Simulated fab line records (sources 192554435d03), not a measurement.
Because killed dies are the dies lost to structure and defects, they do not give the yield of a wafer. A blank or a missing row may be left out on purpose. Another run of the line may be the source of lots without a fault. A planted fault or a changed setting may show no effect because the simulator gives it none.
Split-lot trial | flow n5 finfet | 7 lots, 21 wafers read, on a route of 1938 steps

## THE SPLIT
At N5_BEOL_M1_COAT_68 (time 60 s, resist thk 12 nm), the setting spin rpm was moved away from the recipe's 1500 rpm on 3 of the 21 wafers read, by -8.4% to +5.6%. The other wafers ran this setting at the recipe's value.

## FROM THE SPLIT TO THE READING: what the file shows between them, 5 steps
- N5_BEOL_M1_EXPOSE_25: exposes mask V0, defocus 5 nm, target cd 24 nm (also split here: dose mj)
- N5_BEOL_M1_PEB_26: peb time 60 s
- N5_BEOL_M1_DEVELOP_27: develop time 30 s
- N5_BEOL_M1_DESCUM_33: chemistry O2, time 7 s
- N5_BEOL_M1_ETCH_77: etches underlayer in N2/H2, target depth 6.5 nm, time 5.2 s

## THE READING
etch.depth nm (the simulator's own value, which no gauge read), in nm, at N5_BEOL_M1_ETCH_69 (etches SiARC in CF4, target depth 15.6 nm, time 26 s). No usual value for it is given in the file. Across the 18 wafers here that went through the recipe, the average is 11.96 nm and the standard deviation 0.035 nm.

wafer  | tool, chamber at the split | spin rpm as run, rpm | against the recipe | etch.depth nm, nm | against lot-mates on the recipe
L080.1 | litho track-03, 0          | 1500                 | recipe             | 11.99             | -
L080.4 | litho track-03, 0          | 1500                 | recipe             | 11.94             | -
L080.5 | litho track-03, 0          | 1500                 | recipe             | 11.97             | -
L083.3 | litho track-04, 0          | 1500                 | recipe             | 11.95             | -
L083.4 | litho track-04, 0          | 1500                 | recipe             | 11.93             | -
L083.6 | litho track-04, 0          | 1500                 | recipe             | 11.96             | -
L087.2 | litho track-01, 0          | 1500                 | recipe             | 11.98             | -
L087.3 | litho track-01, 0          | 1500                 | recipe             | 11.99             | -
L087.5 | litho track-01, 0          | 1500                 | recipe             | 12                | -
L091.2 | litho track-03, 0          | 1500                 | recipe             | 11.87             | -
L091.5 | litho track-03, 0          | 1500                 | recipe             | 11.93             | -
L091.6 | litho track-03, 0          | 1500                 | recipe             | 11.92             | -
L095.3 | litho track-01, 0          | 1500                 | recipe             | 12.01             | -
L095.4 | litho track-01, 0          | 1374                 | -8.4%              | 12.52             | +0.51
L095.5 | litho track-01, 0          | 1374                 | -8.4%              | 12.5              | +0.49
L096.1 | litho track-04, 0          | 1500                 | recipe             | 12                | -
L096.3 | litho track-04, 0          | 1500                 | recipe             | 11.95             | -
L096.6 | litho track-04, 0          | 1500                 | recipe             | 11.99             | -
L097.4 | litho track-03, 0          | 1584                 | +5.6%              | 11.65             | -0.29
L097.5 | litho track-03, 0          | 1500                 | recipe             | 11.94             | -
L097.6 | litho track-03, 0          | 1500                 | recipe             | 11.94             | -

FIT RESULTS
A straight line over all 21 wafers: etch.depth nm changes by -0.0635 nm for each +1% of spin rpm; r = -0.98; the points scatter about the line by 0.036 nm.
The same after taking each lot's own level away (the mean of its wafers on the recipe; 21 wafers): -0.0579 nm for each +1%; r = -0.99; scatter 0.019 nm.
The reading moves by 0.49 nm for the largest change in spin rpm, on that fit.
The lots' own levels span 11.907 to 12.010 nm, that is 3.0 times the standard deviation above.
Hence the lot-to-lot level has little effect on the slope; both slopes agree.
Check: for one of the wafers moved furthest among these (-8.4%), held out of the fit, the line's prediction against its lot-mates is +0.475 nm. Against them it came out at +0.51 nm.

## THESE WAFERS: OTHER SPLITS
Other splits were also applied to these wafers ahead of the reading. Each is held against what the fit with the lots' levels taken away leaves over:
other split on the same wafers          | wafers away from the commonest value | r with etch.depth nm (lot level and that fit taken away)
N5_BEOL_M0_SAQP_PECVD_96 time s         | 7                                    | -0.14
N5_BEOL_M0_SAQP_ETCH_106 target depth a | 8                                    | -0.19
N5_BEOL_M0_SAQP_ETCH_107 bias w         | 6                                    | -0.02
N5_BEOL_M1_EXPOSE_25 dose mj            | 3                                    | -0.04

## THE WHOLE CHAIN: every reading that the file lists as answering this split, in the file's order
step               | what it does                                         | reading                                                                          | change (the file's fit)                | r (the file's)
N5_BEOL_M1_COAT_68 | time 60 s, resist thk 12 nm                          | SiARC_of_BEOL_M1_COAT_68.thk nm (the simulator's own value, which no gauge read) | -0.0632 nm for each +1% of the setting | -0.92
N5_BEOL_M1_ETCH_69 | etches SiARC in CF4, target depth 15.6 nm, time 26 s | etch.depth nm (the simulator's own value, which no gauge read)                   | -0.0574 nm for each +1% of the setting | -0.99

## FILE'S OWN FIT
etch.depth nm changes by -0.0574 nm for each +1% of spin rpm, r = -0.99.
